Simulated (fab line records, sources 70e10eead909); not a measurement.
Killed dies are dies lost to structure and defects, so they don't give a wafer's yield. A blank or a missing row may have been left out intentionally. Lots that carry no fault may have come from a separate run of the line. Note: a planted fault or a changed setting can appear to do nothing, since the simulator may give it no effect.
A single fault, viewed from 2 desks    flow nand-harc    each desk has only its own numbers; what lay behind them comes last

== THE DEFECT DESK ==
Per lot, the means of the sampled wafers with a number show what the inspections along the route counted. Any lot whose mean is over 4 standard deviations away from the usual mean is out of limits and marked OUT; that distance is given in the brackets.
Columns: A = raw-defect-count at NHARC_A_STAIRCASE_INSPECT_155, usual 338
lot   first seen here  A
L147  day 13 21:59     430
L149  day 14 08:58     349
L150  day 14 10:53     342
L152  day 15 12:29     275
L154  day 16 01:49     359
L155  day 16 01:56     634
L156  day 16 02:19     406
L158  day 17 03:07     193
L161  day 17 15:53     317
L163  day 17 22:20     258
L164  day 18 07:51     326
L167  day 19 00:19     387
L168  day 19 03:01     408
L169  day 20 02:14     281
L170  day 20 03:11     199
This desk's finding: nothing out of limits on any of the 15 lots.

== DESK OF THE TOOL OWNER: furnace-01 ==
The tool's own readings at NHARC_A_SGD_CUT_ANNEAL_27 (time 1800 s): means of the sampled wafers that have a number, for each lot that ran on this tool. Any lot whose mean is over 4 standard deviations away from the usual mean is out of limits and marked OUT; that distance is given in the brackets.
Columns: A = run-length-s at NHARC_A_SGD_CUT_ANNEAL_27, usual 1818 s; B = spike-tc-bottom-C at NHARC_A_SGD_CUT_ANNEAL_27, usual 475.1 C
lot   first seen here  A     B
L147  day 14 04:08     1826  473.6
L152  day 15 17:40     1824  473.5
L154  day 16 06:50     1824  473.3
L155  day 16 06:50     1819  472.9
L156  day 16 06:50     1823  473.2
L158  day 17 07:13     1819  474.5
L168  day 19 07:59     1823  473.6
This desk's finding: nothing out of limits on any of the 7 lots.

== ALL TOGETHER ==
Nothing out of limits was seen by the defect desk.
The desk of the tool owner found nothing out of limits.

== WHAT THE SIMULATOR PUT IN ==
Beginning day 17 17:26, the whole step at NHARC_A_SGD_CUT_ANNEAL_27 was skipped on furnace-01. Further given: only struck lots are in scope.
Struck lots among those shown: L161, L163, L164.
